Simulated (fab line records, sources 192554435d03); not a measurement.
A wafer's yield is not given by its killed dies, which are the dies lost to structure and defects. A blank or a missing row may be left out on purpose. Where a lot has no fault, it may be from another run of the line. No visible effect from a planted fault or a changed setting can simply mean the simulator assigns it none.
Chamber matching || flow n5_finfet || rie_diel-04 running N5_BEOL_M0_TRENCH_ETCH_107: 4 sister chambers
The step etches SiOC in C4F6/O2, target depth 32.8 nm, time 16.4 s. 14 wafers are shown with their chamber, then 7 later ones without.

## WAFERS PAIRED WITH THEIR CHAMBERS
{"wafer": "L074.1", "chamber": 2, "showerhead_plenum_p_Torr (Torr)": 2.83, "throttle_valve_pct (%)": 20.77, "oes_o_777_au (a.u.)": 0.68}
{"wafer": "L074.3", "chamber": 3, "showerhead_plenum_p_Torr (Torr)": 2.68, "throttle_valve_pct (%)": 21.26, "oes_o_777_au (a.u.)": 0.71}
{"wafer": "L074.6", "chamber": 0, "showerhead_plenum_p_Torr (Torr)": 3.02, "throttle_valve_pct (%)": 20.76, "oes_o_777_au (a.u.)": 0.85}
{"wafer": "L077.2", "chamber": 1, "showerhead_plenum_p_Torr (Torr)": 2.99, "throttle_valve_pct (%)": 20.45, "oes_o_777_au (a.u.)": 0.93}
{"wafer": "L077.5", "chamber": 3, "showerhead_plenum_p_Torr (Torr)": 2.68, "throttle_valve_pct (%)": 21.28, "oes_o_777_au (a.u.)": 0.70}
{"wafer": "L077.6", "chamber": 0, "showerhead_plenum_p_Torr (Torr)": 3.02, "throttle_valve_pct (%)": 20.77, "oes_o_777_au (a.u.)": 0.84}
{"wafer": "L081.3", "chamber": 0, "showerhead_plenum_p_Torr (Torr)": 3.01, "throttle_valve_pct (%)": 20.78, "oes_o_777_au (a.u.)": 0.83}
{"wafer": "L081.4", "chamber": 1, "showerhead_plenum_p_Torr (Torr)": 2.99, "throttle_valve_pct (%)": 20.46, "oes_o_777_au (a.u.)": 0.93}
{"wafer": "L081.5", "chamber": 2, "showerhead_plenum_p_Torr (Torr)": 2.83, "throttle_valve_pct (%)": 20.80, "oes_o_777_au (a.u.)": 0.67}
{"wafer": "L083.1", "chamber": 2, "showerhead_plenum_p_Torr (Torr)": 2.82, "throttle_valve_pct (%)": 20.80, "oes_o_777_au (a.u.)": 0.67}
{"wafer": "L083.2", "chamber": 1, "showerhead_plenum_p_Torr (Torr)": 2.99, "throttle_valve_pct (%)": 20.48, "oes_o_777_au (a.u.)": 0.92}
{"wafer": "L083.4", "chamber": 0, "showerhead_plenum_p_Torr (Torr)": 3.01, "throttle_valve_pct (%)": 20.79, "oes_o_777_au (a.u.)": 0.83}
{"wafer": "L085.1", "chamber": 0, "showerhead_plenum_p_Torr (Torr)": 3.01, "throttle_valve_pct (%)": 20.79, "oes_o_777_au (a.u.)": 0.82}
{"wafer": "L085.3", "chamber": 2, "showerhead_plenum_p_Torr (Torr)": 2.82, "throttle_valve_pct (%)": 20.81, "oes_o_777_au (a.u.)": 0.67}

SIGNATURES (means of the wafers above)
{"reading": "showerhead_plenum_p_Torr", "chamber 0": 3.0140, "chamber 1": 2.9900, "chamber 2": 2.8250, "chamber 3": 2.6800, "scatter within a chamber": 0.00469}
{"reading": "throttle_valve_pct", "chamber 0": 20.7780, "chamber 1": 20.4633, "chamber 2": 20.7950, "chamber 3": 21.2700, "scatter within a chamber": 0.015}
{"reading": "oes_o_777_au", "chamber 0": 0.8340, "chamber 1": 0.9267, "chamber 2": 0.6725, "chamber 3": 0.7050, "scatter within a chamber": 0.00844}
Rule: for each reading, subtract the chamber's mean from the wafer's reading, divide by that reading's scatter and square the result; add these up over the readings and take the root, which gives the wafer's distance from the chamber. If the next closest chamber is less than 2 further off than the closest, the wafer can't be placed; otherwise it belongs to the closest. How the scatter is found: for the shown wafers, subtract from each reading the mean of its chamber, square and add these, divide the total by (wafers less chambers), then take the root.

## WAFERS WHOSE CHAMBER IS MISSING
{"wafer": "L085.4", "showerhead_plenum_p_Torr (Torr)": 3.02, "throttle_valve_pct (%)": 20.85, "oes_o_777_au (a.u.)": 0.97}
{"wafer": "L091.1", "showerhead_plenum_p_Torr (Torr)": 3.01, "throttle_valve_pct (%)": 20.88, "oes_o_777_au (a.u.)": 0.93}
{"wafer": "L091.4", "showerhead_plenum_p_Torr (Torr)": 3.00, "throttle_valve_pct (%)": 20.81, "oes_o_777_au (a.u.)": 0.81}
{"wafer": "L091.6", "showerhead_plenum_p_Torr (Torr)": 3.01, "throttle_valve_pct (%)": 20.87, "oes_o_777_au (a.u.)": 0.92}
{"wafer": "L096.1", "showerhead_plenum_p_Torr (Torr)": 2.99, "throttle_valve_pct (%)": 20.84, "oes_o_777_au (a.u.)": 0.80}
{"wafer": "L096.4", "showerhead_plenum_p_Torr (Torr)": 2.97, "throttle_valve_pct (%)": 20.52, "oes_o_777_au (a.u.)": 0.87}
{"wafer": "L096.5", "showerhead_plenum_p_Torr (Torr)": 2.82, "throttle_valve_pct (%)": 20.50, "oes_o_777_au (a.u.)": 0.92}

## CHAMBER TAKEN BY EACH
{"wafer": "L085.4", "from the rows above": 0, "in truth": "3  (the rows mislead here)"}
{"wafer": "L091.1", "from the rows above": 0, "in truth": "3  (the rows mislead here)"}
{"wafer": "L091.4", "from the rows above": 0, "in truth": 0}
{"wafer": "L091.6", "from the rows above": 0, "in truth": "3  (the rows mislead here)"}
{"wafer": "L096.1", "from the rows above": 0, "in truth": 0}
{"wafer": "L096.4", "from the rows above": 1, "in truth": 1}
{"wafer": "L096.5", "from the rows above": "can't be placed: 2 or 1", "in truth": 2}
Placed correctly: 3 of 7. Can't be placed from these rows: 1 (the true chamber is among the candidates in 1). Wrongly placed: 3.
